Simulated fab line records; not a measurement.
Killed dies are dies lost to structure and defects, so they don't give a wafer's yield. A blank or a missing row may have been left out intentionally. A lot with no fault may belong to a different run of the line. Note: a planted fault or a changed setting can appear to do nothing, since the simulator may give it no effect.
fab line records	flow nand_harc	part 1 of 2: steps 1 to 4 of 6
record: lots: 24	wafers: 72	last_day: 24
route steps=1159 shown A_CHANNEL_FILL_D1@492 A_STAIRCASE@547
lots with no fault: from the same line, run without faults
start_h: start of the lot's first displayed wafer, in hours after the record's first day	wait_h: hours since the lot's step before	" repeats the value in the row above	L1.1+2: a row that stands for several wafers	- no value, or no start given	* or withheld: withheld	< > ~ a bound
route shown NAME@n: a module of which the file shows steps, and the number in the route of the first	usual: mean/standard deviation taken from wafers without a fault	same: alike in all rows	chamber/n: place in a boat	sites: each site's reading	_std_site: how widely they spread, as a standard deviation	_edge_site: outer sites' mean less inner sites'	radius_mm: how far each site lies from the wafer's centre	mask NAME#n: copy n	behind: the tool/chamber that last shaped the wafer	hold: why the lot went on hold/how many hours it stayed there/how the hold came to an end	device: names the non-switching transistor (n, p or np)	end of line: the same wafers' tests at the end of the route	step lacking rows: just its recipe	killed: not the wafer's yield, but the dies lost to structure and defects at the first sort	map: per-die view of a wafer (x killed, . not killed, _ where there is no die)
set.NAME: setting as actually run; set.NAME@STEP: the setting as run at that earlier step	model.NAME: the simulator's own value behind a step, which no gauge read
a sample of lots followed through the steps of the route, with each step as a table and each wafer as a row
services: when a tool's chamber went out of use (start_h, in hours from the record's first day, below 0 if earlier), for how many hours, and the reason
== steps ==
step: NHARC_A_CHANNEL_FILL_D1_ALD_02
recipe: target_thk_a: 60	pulse_time_s: 10	ald_cycles: 60	temp_c: 300	material: SiO2
usual: heater_power_w: 438/40	precursor_pulse_height_rel: 1.001/0.02	susceptor_temp_C: 300.02/0.16
lot.wafer	tool	chamber	start_h	wait_h	heater_power_w	precursor_pulse_height_rel	susceptor_temp_C
L074.4	ald_hk-03	2	181.81	-	412	0.994	300.18
L074.5	"	0	"	"	407	1.021	299.87
L074.6	"	1	"	"	433	0.962	300.11
L077.1	ald_hk-03	2	195.83	-	411	0.995	299.83
L077.2	"	0	"	"	403	1.015	299.95
L077.6	"	1	"	"	425	1.012	299.84
L076.1	ald_hk-03	2	196.33	-	417	0.995	299.89
L076.3	"	3	"	"	424	1.003	299.83
L076.4	"	0	"	"	413	1.031	299.94
L075.4	ald_hk-01	2	200.09	-	445	0.986	299.94
L075.6	"	0	"	"	450	1.015	300.00
L075.5	"	1	"	"	494	0.991	300.11
L079.2	ald_hk-03	0	200.57	-	401	1.009	300.05
L079.6	"	3	"	"	424	1.028	300.10
L079.5	"	0	"	"	411	1.008	299.99
L078.2	ald_hk-01	0	208.58	-	455	1.000	300.04
L078.1	"	2	"	"	437	0.964	299.92
L078.5	"	0	"	"	457	1.012	299.98
L083.1	ald_hk-03	3	234.20	-	420	0.975	299.96
L083.2	"	2	"	"	412	1.004	300.02
L083.5	"	3	"	"	411	0.977	299.99
L080.3	ald_hk-03	2	238.31	4.9	405	0.995	299.81
L080.6	"	2	"	"	424	0.997	300.01
L080.5	"	3	"	"	420	1.026	299.95
L081.2	ald_hk-03	1	238.82	-	414	1.000	300.19
L081.4	"	2	"	"	412	0.992	299.96
L081.6	"	1	"	"	434	0.968	299.78
L082.1	ald_hk-03	1	241.48	-	441	1.028	300.17
L082.4	"	2	"	"	412	1.030	300.17
L082.5	"	0	"	"	413	0.976	299.76
L084.3	ald_hk-01	1	246.76	-	436	0.994	300.21
L084.1	"	3	"	"	583	1.024	300.12
L084.2	"	0	"	"	457	1.007	299.88
L085.1	ald_hk-01	1	247.76	-	447	1.009	299.77
L085.3	"	3	"	"	556	0.999	300.14
L085.6	"	1	"	"	448	1.000	299.66
L087.1	ald_hk-03	0	262.07	-	403	1.032	-
L087.6	"	1	"	"	437	1.006	-
L087.5	"	2	"	"	411	0.972	-
L086.1	ald_hk-03	2	262.46	-	421	1.011	300.34
L086.2	"	3	"	"	419	0.997	299.99
L086.6	"	2	"	"	416	1.007	300.14
L091.3	ald_hk-01	1	280.88	-	455	0.990	300.28
L091.4	"	2	"	"	443	1.030	300.08
L091.6	"	2	"	"	452	0.987	300.21
L092.4	ald_hk-01	2	281.39	-	444	1.013	300.17
L092.2	"	3	"	"	580	1.005	300.00
L092.3	"	0	"	"	466	0.987	300.18
L089.2	ald_hk-03	3	287.35	-	422	1.013	299.93
L089.4	"	0	"	"	408	0.978	299.73
L089.1	"	1	"	"	435	0.981	299.73
L090.1	ald_hk-03	0	287.79	-	401	1.022	300.18
L090.3	"	3	"	"	431	1.001	299.91
L090.6	"	0	"	"	414	0.962	300.14
L088.4	ald_hk-03	2	289.39	-	413	1.011	300.03
L088.1	"	3	"	"	426	1.030	300.31
L088.6	"	0	"	"	409	1.020	299.92
L093.1	ald_hk-03	2	292.92	-	415	1.029	300.13
L093.3	"	1	"	"	432	0.973	299.79
L093.6	"	2	"	"	398	1.004	300.26
L094.1	ald_hk-03	0	302.97	-	412	0.958	299.75
L094.3	"	2	"	"	411	0.990	300.11
L094.4	"	3	"	"	438	1.044	299.86
L095.3	ald_hk-01	2	303.40	-	447	0.990	299.99
L095.4	"	3	"	"	569	0.964	300.07
L095.1	"	1	"	"	445	1.000	299.45
L096.2	ald_hk-04	1	310.20	-	527	0.979	300.00
L096.4	"	3	"	"	438	1.038	299.95
L096.6	"	2	"	"	439	1.035	299.91
L097.2	ald_hk-03	0	311.83	-	401	0.994	300.06
L097.4	"	2	"	"	417	0.973	299.83
L097.5	"	3	"	"	422	0.986	300.12
step: NHARC_A_STAIRCASE_DESCUM_11
recipe: time_s: 3	o2_flow_sccm: 200	ar_flow_sccm: 0	bias_power_w: 0	chemistry: O2
usual: drypump_motor_current_A: 5.9/0.44	oes_product_au: 1.002/0.0066	rf_vpp_V: 57.8/0.92	showerhead_plenum_p_Torr: 1.89/0.1	throttle_valve_pct: 11.311/0.009
lot.wafer	tool	chamber	start_h	wait_h	drypump_motor_current_A	oes_product_au	rf_hours_counter_h	rf_vpp_V	showerhead_plenum_p_Torr	throttle_valve_pct
L074.4	rie_diel-04	2	233.85	-	5.6	1.004	46	55.8	1.78	11.317
L074.5	"	1	"	"	6.2	1.000	-	57.5	1.77	11.313
L074.6	"	2	"	"	5.6	1.004	-	56.8	1.78	11.311
L079.2	rie_diel-11	1	249.48	-	5.5	1.011	19	57.7	1.84	11.306
L079.6	"	3	"	"	5.5	1.004	-	57.4	1.77	11.301
L079.5	"	0	"	"	6.6	1.009	-	57.9	1.95	11.296
L075.4	rie_diel-04	2	249.64	-	5.6	1.001	52	57.8	1.78	11.318
L075.6	"	1	"	"	6.2	1.003	-	56.6	1.77	11.309
L075.5	"	2	"	"	5.6	0.995	-	56.5	1.78	11.299
L076.3	rie_diel-11	3	252.84	-	5.5	1.008	18	55.7	1.77	11.301
L076.4	"	0	"	"	6.5	1.006	19	58.5	1.95	11.322
L076.1	"	1	"	"	5.5	1.006	21	57.4	1.84	11.313
L077.1	rie_diel-04	1	253.00	-	6.2	1.001	49	58.2	1.77	11.323
L077.2	"	3	"	"	6.0	1.003	51	59.6	2.01	11.307
L077.6	"	0	"	"	6.0	1.004	-	57.1	1.96	11.309
L078.1	rie_diel-04	2	259.23	-	5.6	0.996	55	57.9	1.78	11.301
L078.2	"	3	"	"	6.1	1.000	53	59.3	2.01	11.323
L078.5	"	2	"	"	5.6	0.996	-	57.1	1.78	11.312
L083.2	rie_diel-11	3	285.33	-	5.4	1.011	28	59.1	1.77	11.322
L083.1	"	1	"	"	5.5	1.003	31	58.6	1.84	11.299
L083.5	"	0	"	"	6.5	1.003	-	58.6	1.95	11.320
L080.3	rie_diel-11	0	289.08	-	6.5	1.009	30	59.0	1.95	11.320
L080.6	"	2	"	"	5.4	1.003	-	58.4	1.97	11.318
L080.5	"	3	"	"	5.5	1.013	-	57.3	1.77	11.304
L081.2	rie_diel-11	3	289.32	-	5.5	1.017	29	56.5	1.77	11.294
L081.4	"	1	"	"	5.5	0.997	32	56.8	1.84	11.299
L081.6	"	3	"	"	5.4	1.003	-	57.7	1.77	11.310
L082.4	rie_diel-03	1	292.93	-	6.4	0.995	25	58.2	1.80	11.315
L082.1	"	3	"	"	6.4	1.006	24	57.8	2.02	11.317
L082.5	"	1	"	"	6.4	1.003	-	57.4	1.80	11.325
L085.1	rie_diel-11	1	298.29	-	5.5	1.005	37	56.5	1.84	11.305
L085.3	"	3	"	"	5.4	0.995	36	57.4	1.77	11.317
L085.6	"	1	"	"	5.5	0.997	-	56.2	1.84	11.311
L084.1	rie_diel-04	3	298.39	-	6.0	1.000	0	57.5	2.01	11.312
L084.3	"	0	"	"	6.0	1.001	0	59.5	1.96	11.311
L084.2	"	1	"	"	6.1	1.009	0	57.4	2.08	11.285
L086.1	rie_diel-03	2	314.06	-	6.7	0.998	33	57.7	1.90	11.307
L086.2	"	1	"	"	6.4	0.994	32	57.3	1.80	11.310
L086.6	"	2	"	"	6.7	1.014	-	58.3	1.90	11.308
L087.1	rie_diel-04	3	314.24	-	6.0	1.000	6	58.8	2.01	11.301
L087.6	"	1	"	"	6.2	1.001	-	58.7	2.07	11.308
L087.5	"	2	"	"	5.6	1.000	-	58.0	1.78	11.325
L092.4	rie_diel-11	1	331.99	-	5.5	1.013	50	58.0	1.84	11.313
L092.2	"	3	"	"	5.4	1.005	47	55.9	1.76	11.304
L092.3	"	0	"	"	6.5	1.016	46	58.8	1.94	11.296
L091.3	rie_diel-03	2	335.67	-	6.8	1.005	43	59.5	1.89	11.297
L091.4	"	3	"	"	6.4	1.003	41	58.7	2.01	11.316
L091.6	"	2	"	"	6.8	1.007	-	57.4	1.89	11.306
L089.2	rie_diel-04	3	339.76	-	6.0	0.988	16	58.3	2.01	11.306
L089.4	"	0	"	"	5.9	0.987	17	57.5	1.95	11.326
L089.1	"	1	"	"	6.2	0.992	18	58.3	2.07	11.303
L088.4	rie_diel-11	3	343.24	-	5.4	1.005	50	56.7	1.76	11.325
L088.1	"	0	"	"	6.5	1.006	49	58.3	1.94	11.303
L088.6	"	2	"	"	5.4	1.003	-	57.5	1.97	11.301
L093.1	rie_diel-11	1	347.40	-	5.5	1.004	54	58.4	1.83	11.320
L093.3	"	2	"	"	5.4	0.995	54	58.6	1.97	11.318
L093.6	"	0	"	"	6.6	1.016	-	57.2	1.94	11.301
L090.1	rie_diel-04	0	347.54	-	5.9	1.001	19	58.4	1.95	11.312
L090.3	"	1	"	"	6.1	0.999	20	59.5	2.07	11.339
L090.6	"	0	"	"	5.9	0.990	-	57.9	1.95	11.304
L094.4	rie_diel-04	1	353.81	-	6.2	0.986	23	57.5	2.07	11.322
L094.1	"	3	"	"	6.0	0.994	20	58.2	2.01	11.308
L094.3	"	0	"	"	5.9	1.010	22	58.0	1.95	11.305
L095.4	rie_diel-03	0	354.13	-	5.3	0.996	48	57.1	1.76	11.307
L095.1	"	1	"	"	6.4	1.000	47	55.7	1.79	11.325
L095.3	"	3	"	"	6.4	1.004	47	59.0	2.01	11.306
L096.4	rie_diel-04	3	363.33	-	6.0	0.994	25	58.9	2.00	11.317
L096.2	"	0	"	"	5.9	1.004	26	59.1	1.95	11.323
L096.6	"	2	"	"	5.6	1.015	-	57.3	1.77	11.311
L097.2	rie_diel-11	2	363.90	-	5.4	1.002	63	58.2	1.96	11.305
L097.4	"	3	"	"	5.4	1.005	60	59.0	1.76	11.317
L097.5	"	2	"	"	5.4	1.011	-	57.7	1.96	11.318
step: NHARC_A_STAIRCASE_TRIM_12
recipe: time_s: 211.2	o2_flow_sccm: 500	ar_flow_sccm: 0	bias_w: 0	chemistry: O2
usual: drypump_motor_current_A: 5.9/0.44	oes_product_au: 1.003/0.0068	rf_vpp_V: 57.7/0.97	showerhead_plenum_p_Torr: 3.51/0.17	throttle_valve_pct: 17.038/0.0077
lot.wafer	tool	chamber	start_h	wait_h	drypump_motor_current_A	oes_product_au	rf_hours_counter_h	rf_vpp_V	showerhead_plenum_p_Torr	throttle_valve_pct
L074.4	rie_diel-04	3	233.92	0.1	6.0	0.993	45	57.9	3.71	17.039
L074.6	"	3	"	"	6.0	1.007	-	56.1	3.71	17.035
L074.5	"	0	"	"	6.0	0.996	-	56.7	3.61	17.041
L075.4	rie_diel-04	3	249.76	0.1	6.1	1.001	50	59.1	3.70	17.043
L075.5	"	0	"	"	5.9	1.012	-	56.9	3.61	17.031
L075.6	"	1	"	"	6.2	0.997	-	56.5	3.28	17.020
L079.2	rie_diel-11	2	249.78	0.3	5.4	1.022	18	57.6	3.64	17.035
L079.5	"	2	"	"	5.4	0.998	-	56.6	3.64	17.024
L079.6	"	3	"	"	5.4	1.010	-	57.8	3.28	17.041
L076.4	rie_diel-11	2	252.92	0.1	5.4	1.006	20	57.4	3.64	17.047
L076.3	"	3	"	"	5.5	1.010	18	57.1	3.28	17.042
L076.1	"	1	"	"	5.5	0.999	21	57.8	3.41	17.029
L077.2	rie_diel-04	3	253.22	0.2	6.0	0.996	51	57.9	3.70	17.034
L077.1	"	0	"	"	6.0	1.012	48	58.8	3.61	17.044
L077.6	"	1	"	"	6.2	0.997	-	58.0	3.28	17.040
L078.2	rie_diel-04	0	259.30	0.1	5.9	1.016	51	57.1	3.61	17.036
L078.1	"	2	"	"	5.6	0.999	55	53.7	3.30	17.048
L078.5	"	1	"	"	6.2	1.007	-	56.6	3.28	17.029
L083.1	rie_diel-11	1	285.43	0.1	5.5	0.996	31	58.2	3.40	17.036
L083.2	"	2	"	"	5.4	1.005	30	55.5	3.63	17.045
L083.5	"	1	"	"	5.5	0.994	-	59.2	3.40	17.038
L080.3	rie_diel-11	1	289.20	0.1	5.5	1.006	32	56.5	3.40	17.035
L080.6	"	2	"	"	5.4	1.007	-	57.8	3.63	17.038
L080.5	"	3	"	"	5.5	1.004	-	58.3	3.28	17.018
L081.4	rie_diel-11	0	289.44	0.1	6.5	1.008	30	58.6	3.58	17.037
L081.2	"	2	"	"	5.4	1.002	32	58.1	3.63	17.037
L081.6	"	3	"	"	5.4	1.002	-	57.9	3.28	17.037
L082.1	rie_diel-03	0	293.15	0.2	5.2	0.991	28	57.0	3.28	17.042
L082.4	"	2	"	"	6.7	1.008	25	58.3	3.50	17.030
L082.5	"	0	"	"	5.2	1.000	-	57.1	3.28	17.036
L085.3	rie_diel-11	2	298.39	0.1	5.4	1.003	38	57.5	3.63	17.027
L085.1	"	1	"	"	5.5	1.005	37	57.5	3.40	17.045
L085.6	"	2	"	"	5.4	1.004	-	57.7	3.63	17.044
L084.2	rie_diel-04	3	298.57	0.1	6.0	0.989	0	60.3	3.70	17.038
L084.3	"	0	"	"	6.0	0.996	0	57.4	3.60	17.036
L084.1	"	1	"	"	6.2	1.005	0	58.4	3.81	17.043
L086.1	rie_diel-03	1	314.14	0.1	6.4	1.004	32	58.2	3.33	17.031
L086.2	"	0	"	"	5.3	1.006	35	55.3	3.28	17.038
L086.6	"	2	"	"	6.7	0.997	-	57.5	3.50	17.037
L087.1	rie_diel-04	1	314.32	0.1	6.1	1.003	7	58.0	3.80	17.036
L087.6	"	0	"	"	6.0	1.015	-	57.3	3.60	17.043
L087.5	"	1	"	"	6.2	1.005	-	58.9	3.80	17.034
L092.3	rie_diel-11	3	332.09	0.1	5.5	1.008	47	56.2	3.27	17.037
L092.2	"	0	"	"	6.6	1.008	46	58.8	3.57	17.028
L092.4	"	1	"	"	5.5	1.004	50	57.4	3.39	17.046
L091.3	rie_diel-03	0	335.78	0.1	5.2	0.997	42	57.9	3.28	17.031
L091.4	"	1	"	"	6.4	0.989	41	57.6	3.32	17.034
L091.6	"	3	"	"	6.4	0.993	-	58.8	3.70	17.036
L089.2	rie_diel-04	3	339.83	0.1	6.1	0.998	16	58.6	3.69	17.027
L089.1	"	0	"	"	6.0	1.015	17	58.0	3.59	17.047
L089.4	"	1	"	"	6.2	0.997	18	58.1	3.80	17.035
L088.1	rie_diel-11	0	343.31	0.1	6.5	1.012	49	60.0	3.57	17.029
L088.4	"	3	"	"	5.4	1.013	50	56.4	3.27	17.044
L088.6	"	0	"	"	6.6	1.007	-	57.2	3.57	17.058
L093.1	rie_diel-11	0	347.47	0.1	6.6	1.004	50	58.1	3.57	17.043
L093.3	"	1	"	"	5.5	1.001	54	57.4	3.39	17.040
L093.6	"	1	"	"	5.5	1.000	-	57.5	3.39	17.047
L090.3	rie_diel-04	2	347.62	0.1	5.6	1.001	16	55.2	3.28	17.028
L090.1	"	0	"	"	6.0	0.998	19	57.7	3.59	17.046
L090.6	"	2	"	"	5.6	1.008	-	57.4	3.28	17.028
L094.3	rie_diel-04	3	353.89	0.1	6.0	0.999	20	57.6	3.69	17.033
L094.4	"	0	"	"	6.0	1.013	22	58.1	3.59	17.043
L094.1	"	1	"	"	6.1	0.989	23	57.6	3.79	17.036
L095.1	rie_diel-03	2	355.59	1.4	6.7	0.996	51	55.9	3.49	17.038
L095.4	"	3	"	"	6.4	1.008	48	59.0	3.69	17.040
L095.3	"	1	"	"	6.4	0.986	48	58.1	3.32	17.042
L096.2	rie_diel-04	2	363.42	0.1	5.6	1.014	23	57.2	3.28	17.029
L096.4	"	3	"	"	6.1	1.001	25	59.2	3.68	17.048
L096.6	"	1	"	"	6.2	1.005	-	58.2	3.79	17.038
L097.2	rie_diel-11	2	364.00	0.1	5.4	1.006	63	58.3	3.62	17.022
L097.4	"	3	"	"	5.4	1.002	60	57.6	3.26	17.038
L097.5	"	1	"	"	5.5	0.995	-	57.1	3.39	17.029
step: NHARC_A_STAIRCASE_ETCH_13
recipe: target_depth_a: 1000	time_s: 40.5	ion_energy_ev: 400	c4f8_flow_sccm: 20	o2_flow_sccm: 10	ar_flow_sccm: withheld	rf_w: 600	bias_w: 1000	chemistry: C4F8/O2
usual: oes_product_au: 0.941/0.013	rf_vpp_V: 895/6.6
lot.wafer	tool	chamber	start_h	wait_h	oes_product_au	rf_hours_counter_h	rf_vpp_V
L074.4	rie_diel-04	2	-	-	0.949	46	887
L074.6	"	3	"	"	0.952	-	902
L074.5	"	0	"	"	0.958	-	899
L075.4	rie_diel-04	3	-	-	0.974	50	903
L075.6	"	2	"	"	0.951	-	886
L075.5	"	3	"	"	0.956	-	902
L079.2	rie_diel-11	1	-	-	0.941	20	891
L079.6	"	0	"	"	0.938	-	898
L079.5	"	1	"	"	0.930	-	892
L076.1	rie_diel-11	1	-	-	0.965	21	890
L076.4	"	3	"	"	0.947	18	887
L076.3	"	0	"	"	0.962	19	898
L077.1	rie_diel-04	2	-	-	0.923	53	888
L077.2	"	3	"	"	0.928	51	902
L077.6	"	2	"	"	0.926	-	886
L078.2	rie_diel-04	0	-	-	0.965	51	899
L078.1	"	3	"	"	0.951	53	901
L078.5	"	1	"	"	0.946	-	886
L083.1	rie_diel-11	0	-	-	0.939	29	899
L083.2	"	1	"	"	0.951	31	892
L083.5	"	1	"	"	0.949	-	890
L080.3	rie_diel-11	3	-	-	0.922	29	885
L080.5	"	3	"	"	0.930	-	886
L080.6	"	0	"	"	0.940	-	898
L081.4	rie_diel-11	0	-	-	0.930	30	899
L081.2	"	2	"	"	0.945	32	899
L081.6	"	0	"	"	0.940	-	897
L082.1	rie_diel-03	3	-	-	0.941	25	902
L082.4	"	2	"	"	0.940	25	896
L082.5	"	3	"	"	0.929	-	903
L085.1	rie_diel-11	3	-	-	0.946	36	886
L085.3	"	0	"	"	0.949	36	898
L085.6	"	3	"	"	0.947	-	886
L084.1	rie_diel-04	3	-	-	0.926	0	901
L084.3	"	0	"	"	0.936	0	899
L084.2	"	1	"	"	0.930	0	906
L086.1	rie_diel-03	1	-	-	0.939	32	889
L086.2	"	3	"	"	0.938	33	902
L086.6	"	1	"	"	0.950	-	888
L087.1	rie_diel-04	1	-	-	0.928	7	905
L087.6	"	3	"	"	0.933	-	901
L087.5	"	0	"	"	0.937	-	899
L092.4	rie_diel-11	2	-	-	0.943	50	899
L092.2	"	3	"	"	0.953	47	886
L092.3	"	0	"	"	0.963	46	898
L091.4	rie_diel-03	0	-	-	0.962	42	887
L091.3	"	2	"	"	0.951	43	894
L091.6	"	1	"	"	0.957	-	889
L089.4	rie_diel-04	3	-	-	0.935	16	901
L089.1	"	0	"	"	0.949	17	897
L089.2	"	1	"	"	0.937	18	905
L088.1	rie_diel-11	2	-	-	0.925	53	899
L088.4	"	3	"	"	0.928	50	887
L088.6	"	2	"	"	0.923	-	899
L093.1	rie_diel-11	2	-	-	0.971	54	899
L093.3	"	0	"	"	0.955	51	897
L093.6	"	1	"	"	0.951	-	891
L090.3	rie_diel-04	3	-	-	0.920	18	903
L090.1	"	0	"	"	0.933	19	897
L090.6	"	1	"	"	0.922	-	905
L094.3	rie_diel-04	3	-	-	0.934	21	901
L094.4	"	0	"	"	0.959	22	897
L094.1	"	1	"	"	0.932	23	905
L095.3	rie_diel-03	3	-	-	0.919	48	901
L095.1	"	0	"	"	0.927	49	886
L095.4	"	1	"	"	0.924	49	887
L096.4	rie_diel-04	2	-	-	0.934	23	885
L096.2	"	0	"	"	0.953	26	900
L096.6	"	1	"	"	0.945	-	905
L097.2	rie_diel-11	3	-	-	0.958	60	885
L097.4	"	1	"	"	0.931	62	892
L097.5	"	0	"	"	0.955	-	897
